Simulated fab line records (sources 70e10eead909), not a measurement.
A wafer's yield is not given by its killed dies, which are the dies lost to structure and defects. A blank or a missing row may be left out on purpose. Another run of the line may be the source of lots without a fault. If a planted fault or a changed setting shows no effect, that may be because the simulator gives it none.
What tool caused it?    flow nand harc    Sampling: 12 lots, 36 wafers, 6 of 1159 route steps

## WHAT EACH GAUGE READ, for each wafer
NHARC_A_CONTACT_INSPECT_44.
lot   measured      on                 raw defect count
L925  day 16 07:20  defect inspect-01  19 23 19
L929  day 16 18:26  defect inspect-02  42 48 26
L926  day 16 18:35  defect inspect-02  17 18 13
L931  day 17 00:28  defect inspect-02  27 30 28
L927  day 16 23:56  defect inspect-02  33 35 31
L928  day 17 06:44  defect inspect-02  7 10 12
L933  day 18 08:13  defect inspect-02  24 21 19
L934  day 18 17:43  defect inspect-02  39 45 35
L935  day 18 23:31  defect inspect-01  21 28 25
L938  day 19 08:11  defect inspect-01  397 386 401 397 382 397
L940  day 20 07:15  defect inspect-01  404 432 409 397 433 403
L948  day 22 02:15  defect inspect-02  19 23 18

NHARC_END_SORT_01.
lot   measured      on         killed at array  killed at other  killed at periphery  killed dies  killed open  killed short
L925  day 20 08:43  prober-01  19 20 21         0 0 0            4 3 5                23 23 26     4 4 5        0 1 0
L929  day 20 16:29  prober-01  33 38 34         0 0 0            0 1 4                33 39 38     1 5 5        0 0 4
L926  day 20 21:47  prober-02  25 20 17         0 0 0            2 2 3                27 22 20     3 5 1        1 1 3
L931  day 21 00:14  prober-01  27 26 33         0 0 0            4 6 7                31 32 40     4 4 6        4 2 1
L927  day 21 04:49  prober-02  34 41 39         0 0 1            4 2 1                38 43 41     6 4 2        3 3 2
L928  day 21 12:37  prober-02  9 17 18          0 0 0            1 3 4                10 20 22     0 3 5        2 6 0
L933  day 21 17:22  prober-01  30 23 24         0 0 0            0 2 3                30 25 27     7 1 8        1 0 0
L934  day 22 00:25  prober-01  34 44 34         0 1 1            4 4 5                38 49 40     2 3 2        0 3 2
L935  day 22 14:11  prober-01  23 32 30         0 0 0            4 4 7                27 36 37     4 3 8        1 2 3
L938  day 22 16:53  prober-02  88 93 96         0 0 1            2 1 0                90 94 97     3 3 2        3 4 4
L940  day 24 13:19  prober-01  106 87 90        0 0 0            3 2 2                109 89 92    2 5 4        3 3 1
L948  day 25 02:52  prober-02  25 23 24         0 0 0            0 1 0                25 24 24     2 2 3        2 0 0

## WHAT TOOL EACH LOT RAN ON (gives the tool, then ch and the chambers of the sampled wafers, and finally the start)
lot   NHARC_A_WL_FILL_ETCHBACK_26       NHARC_A_CONTACT_DEP_28         NHARC_A_CONTACT_ETCH_51                        NHARC_A_CONTACT_ETCH_114
L925  rie si-04 ch 1,3, day 15 20:44    acl dep-01 ch 0, day 16 04:15  rie diel-05 ch 0,1,3, day 16 09:10 or earlier  har cap etch-01 ch 0,1, day 16 09:10
L929  rie si-05 ch 1,2,3, day 16 08:41  acl dep-01 ch 0, day 16 15:20  rie diel-05 ch 0,2, day 16 20:20 or earlier    har cap etch-01 ch 1, day 16 20:20
L926  rie si-04 ch 1,2,3, day 16 08:43  acl dep-02 ch 0, day 16 16:11  rie diel-05 ch 1,2,3, day 16 20:50 or earlier  har cap etch-03 ch 0,1, day 16 20:50
L931  rie si-02 ch 1,3, day 16 14:15    acl dep-01 ch 0, day 16 21:03  rie diel-11 ch 0,2, day 17 02:50 or earlier    har cap etch-02 ch 0,1, day 17 02:50
L927  rie si-04 ch 1,2,3, day 16 14:15  acl dep-03 ch 0, day 16 21:10  rie diel-07 ch 1,3, day 17 02:00 or earlier    har cap etch-03 ch 0,1, day 17 02:00
L928  rie si-05 ch 1,2,3, day 16 20:16  acl dep-02 ch 0, day 17 04:05  rie diel-07 ch 1,2,3, day 17 08:29 or earlier  har cap etch-01 ch 0, day 17 08:29
L933  rie si-04 ch 0,3, day 17 20:06    acl dep-02 ch 0, day 18 05:41  rie diel-05 ch 0,1,3, day 18 10:02 or earlier  har cap etch-01 ch 0,1, day 18 10:02
L934  rie si-02 ch 1,2,3, day 18 08:10  acl dep-01 ch 0, day 18 14:47  rie diel-05 ch 2,3, day 18 19:53 or earlier    har cap etch-01 ch 0,1, day 18 19:53
L935  rie si-04 ch 1,2,3, day 18 08:10  acl dep-03 ch 0, day 18 20:28  rie diel-07 ch 0,2,3, day 19 01:31 or earlier  har cap etch-03 ch 0,1, day 19 01:31
L938  rie si-02 ch 0,2, day 18 21:00    acl dep-03 ch 0, day 19 05:56  rie diel-07 ch 0,2, day 19 14:04 or earlier    har cap etch-01 ch 0,1, day 19 14:04
L940  rie si-04 ch 1,2, day 19 12:40    acl dep-03 ch 0, day 20 05:02  rie diel-05 ch 0,2,3, day 20 12:37 or earlier  har cap etch-02 ch 0,1, day 20 12:37
L948  rie si-04 ch 0,2,3, day 21 15:31  acl dep-01 ch 0, day 21 23:10  rie diel-07 ch 0,1,3, day 22 04:08 or earlier  har cap etch-03 ch 0,1, day 22 04:08
- NHARC_A_WL_FILL_ETCHBACK_26: etches the open film in HBr, target depth 52 nm, time 13.3 s.
- NHARC_A_CONTACT_DEP_28: deposits aC, target thk 3600 nm.
- NHARC_A_CONTACT_ETCH_51: etches the open film in O2/COS, target depth 3600 nm, time 936 s.
- NHARC_A_CONTACT_ETCH_114: etches the open film in C4F8/O2/Ar, time 94 s, target depth 922 nm.

## WHAT THE TOOLS THEMSELVES READ (means of the sampled wafers that have a number; where no wafer has one, the mark that the record gives instead)
NHARC_A_WL_FILL_ETCHBACK_26.
lot   tool       drypump motor current A (A)  oes product au (a.u.)  throttle valve pct (%)
L925  rie si-04  5.8                          1.009                  23.253
L929  rie si-05  5.9                          1.003                  23.264
L926  rie si-04  5.7                          1.001                  23.275
L931  rie si-02  5.8                          0.998                  23.266
L927  rie si-04  5.7                          1.000                  23.268
L928  rie si-05  5.9                          1.003                  23.263
L933  rie si-04  6.5                          1.001                  23.267
L934  rie si-02  5.5                          1.000                  23.264
L935  rie si-04  5.7                          1.000                  23.264
L938  rie si-02  5.6                          0.999                  23.264
L940  rie si-04  5.3                          1.001                  23.270
L948  rie si-04  6.0                          0.986                  23.263

NHARC_A_CONTACT_DEP_28.
lot   tool        susceptor temp C (C)  throttle valve pct (%)
L925  acl dep-01  399.77                35.010
L929  acl dep-01  399.93                34.993
L926  acl dep-02  -                     34.998
L931  acl dep-01  400.06                35.001
L927  acl dep-03  -                     35.006
L928  acl dep-02  -                     35.006
L933  acl dep-02  400.05                35.001
L934  acl dep-01  -                     34.997
L935  acl dep-03  -                     35.000
L938  acl dep-03  -                     34.995
L940  acl dep-03  399.88                34.996
L948  acl dep-01  400.09                35.007

NHARC_A_CONTACT_ETCH_51.
lot   tool         drypump motor current A (A)  oes product au (a.u.)  rf vpp V (V)  showerhead plenum p Torr (Torr)  throttle valve pct (%)
L925  rie diel-05  5.6                          0.997                  315.2         3.13                             28.324
L929  rie diel-05  5.5                          1.006                  314.2         3.09                             28.328
L926  rie diel-05  5.6                          1.002                  316.3         3.18                             28.330
L931  rie diel-11  6.1                          1.009                  313.1         2.97                             28.330
L927  rie diel-07  5.7                          0.992                  315.9         3.24                             28.328
L928  rie diel-07  6.0                          1.008                  315.3         3.26                             28.333
L933  rie diel-05  5.6                          0.997                  314.1         3.12                             28.329
L934  rie diel-05  5.5                          0.997                  315.0         3.19                             28.325
L935  rie diel-07  6.0                          1.002                  315.6         3.21                             28.335
L938  rie diel-07  6.5                          1.004                  315.9         3.19                             28.328
L940  rie diel-05  5.5                          1.012                  314.5         3.10                             28.326
L948  rie diel-07  5.7                          0.995                  315.2         3.19                             28.326

## THE ANSWER, worked out from the rows above alone
Rule: the usual values come from the lots themselves. The widest of any qualifying gaps counts: lots, ordered by their means at a reading, are off when they make up no more than a third of the lots, leave a main group of 4 or more, and stand apart from it by 3 or more times the standard deviation of that group's means. Not used: any main group whose means are identical at the precision the tables above print for the reading. Also off: a lot with no number at a reading for which 4 or more lots have one. All remaining lots with rows at the step are treated as sound. Order of review: gauges by route order, followed by the tools' own readings, for which a lot's mean as printed above is used. The first step at which some lot is off is used, and at that step the reading that is off furthest; a lot without a number counts as furthest.
Off at NHARC_A_CONTACT_INSPECT_44 (raw defect count): L938, L940. Main group: mean 25, sd 9.2.
If a tool, at a process step before that reading, ran all the lots that are off and no sound lot after the first of them, it fits. The gauges at NHARC_A_CONTACT_INSPECT_44 aren't tried: what is off there is off at NHARC_END_SORT_01 too, on other tools, and a gauge's error can't cause that. One fits: acl dep-03 at NHARC_A_CONTACT_DEP_28. A fault onset in the window from L935 (day 18 20:28, its last sound lot) to L938 (day 19 05:56, its first lot off) fits.

## WHAT THE SIMULATOR HAD PUT IN
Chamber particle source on acl dep-03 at NHARC_A_CONTACT_DEP_28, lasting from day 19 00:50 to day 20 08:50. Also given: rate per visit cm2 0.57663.
Shown lots that were struck: L938, L940. The rule given above showed the same thing.
